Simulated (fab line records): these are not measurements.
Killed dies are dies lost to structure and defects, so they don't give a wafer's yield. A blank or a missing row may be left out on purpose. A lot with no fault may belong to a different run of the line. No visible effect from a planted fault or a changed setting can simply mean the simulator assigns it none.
Matching of chambers / flow n5Finfet / N5_BEOL_M0_SAQP_PECVD_03 on pecvd-01: 3 sister chambers
The step deposits SiCN from 3MS/NH3, target thk 12 nm, time 21.1 s. 3 wafers are shown with their chamber, then 10 later ones without.

WAFERS WITH THEIR CHAMBER
wafer=L082.5; chamber=2; throttleValvePct (%)=8.8
wafer=L085.1; chamber=0; throttleValvePct (%)=9.2
wafer=L086.4; chamber=1; throttleValvePct (%)=9.2

WAFERS MISSING THEIR CHAMBER
wafer=L086.5; throttleValvePct (%)=9.0
wafer=L087.3; throttleValvePct (%)=8.9
wafer=L087.5; throttleValvePct (%)=8.8
wafer=L087.6; throttleValvePct (%)=8.8
wafer=L090.2; throttleValvePct (%)=9.2
wafer=L090.3; throttleValvePct (%)=9.2
wafer=L090.4; throttleValvePct (%)=8.8
wafer=L097.1; throttleValvePct (%)=9.0
wafer=L097.2; throttleValvePct (%)=9.1
wafer=L097.3; throttleValvePct (%)=8.8

WHICH CHAMBER EACH WENT THROUGH
wafer=L086.5; from the rows above=can't be placed: 0 or 1 or 2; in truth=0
wafer=L087.3; from the rows above=2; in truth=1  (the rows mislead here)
wafer=L087.5; from the rows above=2; in truth=2
wafer=L087.6; from the rows above=2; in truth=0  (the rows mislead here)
wafer=L090.2; from the rows above=can't be placed: 0 or 1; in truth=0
wafer=L090.3; from the rows above=can't be placed: 0 or 1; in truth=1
wafer=L090.4; from the rows above=2; in truth=2
wafer=L097.1; from the rows above=can't be placed: 0 or 1 or 2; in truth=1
wafer=L097.2; from the rows above=can't be placed: 0 or 1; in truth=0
wafer=L097.3; from the rows above=2; in truth=2
Correctly placed: 3 of 10. Cannot be placed on the basis of these rows: 5; the candidates contain the true chamber in 5. Wrongly placed: 2.
How it was worked out, from the rows above alone: a wafer's distance from a chamber is the root of the sum, over the readings, of the square of ((its reading less the chamber's mean) divided by the reading's scatter). The wafer belongs to the nearest chamber; if the next one is less than 2 further off, it can't be placed. A chamber's mean is the mean of its shown wafers. The scatter: with one shown wafer a chamber, the root of the mean of the squares of how far each hidden wafer lies from its nearest shown one.
